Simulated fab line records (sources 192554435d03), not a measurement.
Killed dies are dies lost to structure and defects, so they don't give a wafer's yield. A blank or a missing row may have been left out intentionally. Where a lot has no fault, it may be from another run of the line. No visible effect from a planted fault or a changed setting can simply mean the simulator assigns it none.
Which tool was responsible? :: flow n5Finfet :: 30 wafers from 10 lots sampled at 2 of the route's 1938 steps

WHAT THE GAUGES SHOWED, per wafer
N5_FIN_CUT_OVL_MEAS_09.
lot: L075
measured: day 2 08:21
on: overlay-02
FIN_CUT_OVL (nm): 0.9 -0.7 -0.5

lot: L078
measured: day 3 02:28
on: overlay-02
FIN_CUT_OVL (nm): 0.9 0.8 0.5

lot: L081
measured: day 3 21:41
on: overlay-01
FIN_CUT_OVL (nm): 0.8 -0.2 0.5

lot: L083
measured: day 4 09:43
on: overlay-01
FIN_CUT_OVL (nm): 0.8 -0.1 0.3

lot: L085
measured: day 4 23:50
on: overlay-02
FIN_CUT_OVL (nm): 1.3 1.3 -1.1

lot: L087
measured: day 5 11:24
on: overlay-01
FIN_CUT_OVL (nm): -0.6 -0.7 -0.3

lot: L090
measured: day 6 02:49
on: overlay-01
FIN_CUT_OVL (nm): -1.0 -1.0 0.2

lot: L092
measured: day 6 15:35
on: overlay-01
FIN_CUT_OVL (nm): -0.5 0.1 -0.2

lot: L094
measured: day 7 03:49
on: overlay-02
FIN_CUT_OVL (nm): -0.4 0.0 0.3

lot: L096
measured: day 7 14:44
on: overlay-01
FIN_CUT_OVL (nm): 1.0 1.3 1.9

WHICH TOOL RAN EACH LOT (tool, then ch and the chambers of the sampled wafers, then the start)
lot: L075
N5_FIN_SAQP_ETCH_65: rieSi-03 ch 1,2, day 2 05:47

lot: L078
N5_FIN_SAQP_ETCH_65: rieSi-06 ch 0,1, day 3 00:02

lot: L081
N5_FIN_SAQP_ETCH_65: rieSi-03 ch 0,1,2, day 3 19:10

lot: L083
N5_FIN_SAQP_ETCH_65: rieSi-03 ch 0,1,2, day 4 07:17

lot: L085
N5_FIN_SAQP_ETCH_65: rieSi-03 ch 0,1,3, day 4 21:19

lot: L087
N5_FIN_SAQP_ETCH_65: rieSi-03 ch 2,3, day 5 08:58

lot: L090
N5_FIN_SAQP_ETCH_65: rieSi-06 ch 0,2, day 6 00:13

lot: L092
N5_FIN_SAQP_ETCH_65: rieSi-01 ch 0,1,3, day 6 12:55

lot: L094
N5_FIN_SAQP_ETCH_65: rieSi-01 ch 1,2,3, day 7 01:17

lot: L096
N5_FIN_SAQP_ETCH_65: rieSi-01 ch 0,3, day 7 11:58
- N5_FIN_SAQP_ETCH_65: etches SiO2 in CF4, target depth 4 nm, time 4.4 s.

THE ANSWER, worked out from the rows above alone
Rule: usual is defined by the lots themselves. Put in order of their means at a reading, lots are off if they are a third of the lots or fewer, leave a main group of 4 or more, and stand apart from it by a gap of 3 or more times the standard deviation of the main group's means; of several such gaps the widest counts. A main group is skipped when, at the precision printed for the reading in the tables above, its means are all equal. A lot without any number at a reading at which 4 lots or more have one is off too. The other lots that the step has rows for count as sound.
None of the lots is off at any reading shown; this tells nothing.

WHAT THE SIMULATOR HAD INSERTED
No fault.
